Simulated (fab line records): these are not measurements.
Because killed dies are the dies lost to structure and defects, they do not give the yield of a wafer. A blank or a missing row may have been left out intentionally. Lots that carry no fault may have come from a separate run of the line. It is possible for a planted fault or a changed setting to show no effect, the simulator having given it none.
Matching of chambers :: flow n5 finfet :: N5_MIM_TOP_ETCH_STRIP_01 on rie diel-03 has 4 sister chambers
The step strips in O2. 8 wafers are shown with their chamber, then 7 later ones without.

== WAFERS PAIRED WITH THEIR CHAMBERS ==
wafer: L331.1
chamber: 3
showerhead plenum p Torr (Torr): 1.99
drypump motor current A (A): 5.7

wafer: L332.1
chamber: 3
showerhead plenum p Torr (Torr): 1.99
drypump motor current A (A): 5.8

wafer: L332.3
chamber: 0
showerhead plenum p Torr (Torr): 2.19
drypump motor current A (A): 5.7

wafer: L342.1
chamber: 2
showerhead plenum p Torr (Torr): 2.23
drypump motor current A (A): 5.9

wafer: L342.2
chamber: 1
showerhead plenum p Torr (Torr): 2.13
drypump motor current A (A): 6.3

wafer: L342.5
chamber: 1
showerhead plenum p Torr (Torr): 2.13
drypump motor current A (A): 6.2

wafer: L348.1
chamber: 2
showerhead plenum p Torr (Torr): 2.23
drypump motor current A (A): 6.0

wafer: L348.3
chamber: 0
showerhead plenum p Torr (Torr): 2.18
drypump motor current A (A): 5.7

== WAFERS MISSING THEIR CHAMBER ==
wafer: L348.6
showerhead plenum p Torr (Torr): 2.18
drypump motor current A (A): 5.7

wafer: L346.1
showerhead plenum p Torr (Torr): 2.23
drypump motor current A (A): 6.0

wafer: L346.2
showerhead plenum p Torr (Torr): 2.18
drypump motor current A (A): 5.7

wafer: L346.3
showerhead plenum p Torr (Torr): 2.13
drypump motor current A (A): 6.3

wafer: L350.1
showerhead plenum p Torr (Torr): 2.13
drypump motor current A (A): 6.2

wafer: L350.3
showerhead plenum p Torr (Torr): 2.23
drypump motor current A (A): 6.0

wafer: L350.6
showerhead plenum p Torr (Torr): 2.25
drypump motor current A (A): 5.8

== CHAMBER TAKEN BY EACH ==
wafer: L348.6
from the rows above: 0
in truth: 0

wafer: L346.1
from the rows above: 2
in truth: 2

wafer: L346.2
from the rows above: 0
in truth: 0

wafer: L346.3
from the rows above: 1
in truth: 1

wafer: L350.1
from the rows above: 1
in truth: 1

wafer: L350.3
from the rows above: 2
in truth: 2

wafer: L350.6
from the rows above: 2
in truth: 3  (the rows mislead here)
Correctly placed: 6 of 7. Can't be placed from these rows: 0. Placed wrongly: 1.
How it was worked out, from the rows above alone: a wafer's distance from a chamber is the root of the sum, over the readings, of the square of ((its reading less the chamber's mean) divided by the reading's scatter). The wafer belongs to the nearest chamber; if the next one is less than 2 further off, it can't be placed. The mean given for a chamber averages the wafers shown for that chamber. The scatter is the square root of a quotient: the sum, over the shown wafers, of each reading's squared deviation from its chamber's mean, divided by wafers minus chambers.
